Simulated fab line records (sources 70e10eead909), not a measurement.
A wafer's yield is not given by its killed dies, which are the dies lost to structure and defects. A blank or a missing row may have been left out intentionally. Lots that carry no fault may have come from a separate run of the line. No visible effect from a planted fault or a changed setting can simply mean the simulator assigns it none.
8D (eight disciplines) problem report, filled in by code | flow nandHarc | the parts of the form that need people (team, actions taken, sign-off) are left out

== 1. THE ISSUE ==
rawDefectCount at NHARC_A_CONTACT_INSPECT_10 reads a mean of 624 on 6 wafers of 2 lots; wafers without a fault read 74 with a standard deviation of 39. Measured from the usual mean, that is +14 standard deviations.
Earliest sighting: wafer L255.2 on defectInspect-02 at day 26 23:29. At this step, 36 wafers from 12 lots have a number in the record. By rule, "out" or "out of limits" means more than 4 standard deviations away from the usual mean. The rest of the wafers with a number are treated as sound.

== 2. WHAT IT IS, AND WHAT IT ISN'T ==
question                    | is                     | is not
which readings at this step | rawDefectCount         | -
which lots                  | L255, L258             | L246, L247, L248, L250, L259, L262, L264, L266, L267, L268
which wafers of those lots  | all that have a number | -
read on which gauges        | defectInspect-02       | defectInspect-01
when                        | from day 26 23:29      | up to then (12 sound wafers); but 18 sound wafers of L259, L262, L264, L266, L267, L268 came after

== 3. SUSPECTS, AND WHAT RULES EACH OUT ==
Counting: a tool at any process step up to the reading remains a suspect when it ran all the lots that are out and ran no sound lot after the first of those.
- the gauge at NHARC_A_CONTACT_INSPECT_10: ruled out. All the wafers that are out were read on defectInspect-02, but those of them that NHARC_END_SORT_01 has rows for are out there too, on other tools.
- aclDep-01 at NHARC_A_CONTACT_DEP_84 (deposits aC, target thk 2800 nm): kept. All lots that are out passed through it, beginning with L255 at day 26 21:11, and no sound lot followed; its final sound lot before that point was L250 at day 25 03:50.
After counting, what remains is aclDep-01 at NHARC_A_CONTACT_DEP_84.

== 4. THE CAUSE (what the simulator had put in) ==
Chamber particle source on aclDep-01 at NHARC_A_CONTACT_DEP_84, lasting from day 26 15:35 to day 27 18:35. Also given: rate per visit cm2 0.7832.
The count eliminated every tool but this one.

== 5. THE CHAIN OF EFFECTS, in route order ==
Each row: a reading whose mean over the struck wafers that have a number lies more than 3 standard deviations from the usual. Scope: only readings with a usual standard deviation given in the record; hours: median across lots of the time from each lot's start at the first step in this table that gives one to its start at this step; sigmas: change in usual standard deviations.
hours | step                       | reading        | usual | on struck wafers | change | sigmas
0     | NHARC_A_CONTACT_INSPECT_10 | rawDefectCount | 74    | 624              | +550   | +14
55    | NHARC_END_SORT_01          | killedAtArray  | 50    | 156              | +106   | +5.9
55    | NHARC_END_SORT_01          | killedDies     | 55    | 161              | +106   | +5.9

== 6. WHAT WOULD HAVE CAUGHT IT SOONER ==
In this record the first reading out of limits at a measuring or inspecting step was taken at day 26 23:29, 8 hours after the fault began at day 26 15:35.
An alarm limit of 4 standard deviations would not have fired on the tool readings at NHARC_A_CONTACT_DEP_84 for which the record gives a usual standard deviation, since none of them was out on any struck wafer.
Of the lots that are out (2), L258 began NHARC_A_CONTACT_DEP_84 on aclDep-01 after day 26 23:29. Holding the tool at that time would have saved it.
